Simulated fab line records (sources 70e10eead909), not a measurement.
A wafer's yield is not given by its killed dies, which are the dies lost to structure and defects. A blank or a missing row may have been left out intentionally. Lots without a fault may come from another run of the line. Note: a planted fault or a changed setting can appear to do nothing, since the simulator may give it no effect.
8D (eight disciplines) problem report, filled in by code :: flow nand_harc :: the parts of the form that need people (team, actions taken, sign-off) are left out

== 1. THE ISSUE ==
Wafers without a fault read 200.0 nm, standard deviation 0.65; cd_nm at NHARC_A_CONTACT_CD_MEAS_42 reads a mean of 212.3 nm on 6 wafers belonging to 2 lots. That is +19 standard deviations from the usual mean.
The step: target cd 200 nm.
The first sign was on wafer L478.2 at day 20 20:29, on cd_sem-02. At this step, 33 wafers from 11 lots have a number in the record. By rule, "out" or "out of limits" means more than 4 standard deviations away from the usual mean. All remaining wafers that have a number are taken as sound.

== 2. WHAT IT IS, WHAT IT ISN'T ==
question: which readings at this step
is: cd_nm
is not: -

question: which lots
is: L478, L481
is not: L460, L462, L463, L464, L465, L466, L469, L474, L476

question: which wafers of those lots
is: all that have a number
is not: -

question: read on which gauges
is: cd_sem-02
is not: cd_sem-01, cd_sem-03

question: when
is: from day 20 20:29
is not: up to then (27 sound wafers)

== 3. THE SUSPECTS, EACH WITH WHAT RULES IT OUT ==
Counting: a tool at a process step up to the reading stays a suspect if it ran every lot that is out and no sound lot after the first of them.
- ruled out: the gauge at NHARC_A_CONTACT_CD_MEAS_42. All the wafers that are out were read on cd_sem-02, but those of them that NHARC_A_CONTACT_EXPOSE_39 has rows for are out there too, on other tools.
- arfi_scanner-03 at NHARC_A_CONTACT_EXPOSE_39 (exposes mask A CC 3): kept. It processed each lot that is out, first L478 at day 20 20:21, and no sound lot thereafter; up to then, the last sound lot it processed was L474 at day 19 22:33. Its own readings are out on those wafers: exposure_dose_mJ_cm2.
Remaining after the count: arfi_scanner-03 at NHARC_A_CONTACT_EXPOSE_39.

== 4. THE CAUSE (what the simulator had put in) ==
Process parameters drifting: arfi_scanner-03 at NHARC_A_CONTACT_EXPOSE_39, beginning at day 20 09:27. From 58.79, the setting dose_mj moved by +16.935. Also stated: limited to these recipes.
After counting, this tool was the only one left.

== 5. THE CHAIN OF EFFECTS, in route order ==
Each row: a reading where the mean over the struck wafers with a number is more than 3 standard deviations away from the usual. Scope: only readings with a usual standard deviation given in the record; hours: median across lots of the time from each lot's start at the first step in this table that gives one to its start at this step; sigmas: change in usual standard deviations.
hours: 0
step: NHARC_A_CONTACT_EXPOSE_39
reading: exposure_dose_mJ_cm2
usual: 58.76
on struck wafers: 73.95
change: +15.19
sigmas: +99 or more

hours: 0
step: NHARC_A_CONTACT_CD_MEAS_42
reading: cd_nm
usual: 200.0 nm
on struck wafers: 212.3
change: +12.3
sigmas: +19
Process steps it contains:
- NHARC_A_CONTACT_EXPOSE_39: exposes mask A CC 3.

== 6. WHAT WOULD HAVE CAUGHT IT SOONER ==
Counted from the fault's start at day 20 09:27, it took 11 hours until the first out-of-limits reading at a measuring or inspecting step in this record, taken at day 20 20:29.
At NHARC_A_CONTACT_EXPOSE_39, the tool's own readings (exposure_dose_mJ_cm2) were out on each struck wafer the step has a row for, so an alarm limit on them would have fired on the first such wafer.
L481, from the lots that are out (2), started NHARC_A_CONTACT_EXPOSE_39 on arfi_scanner-03 later than day 20 20:29. Had the tool been put on hold then, it would have been spared.
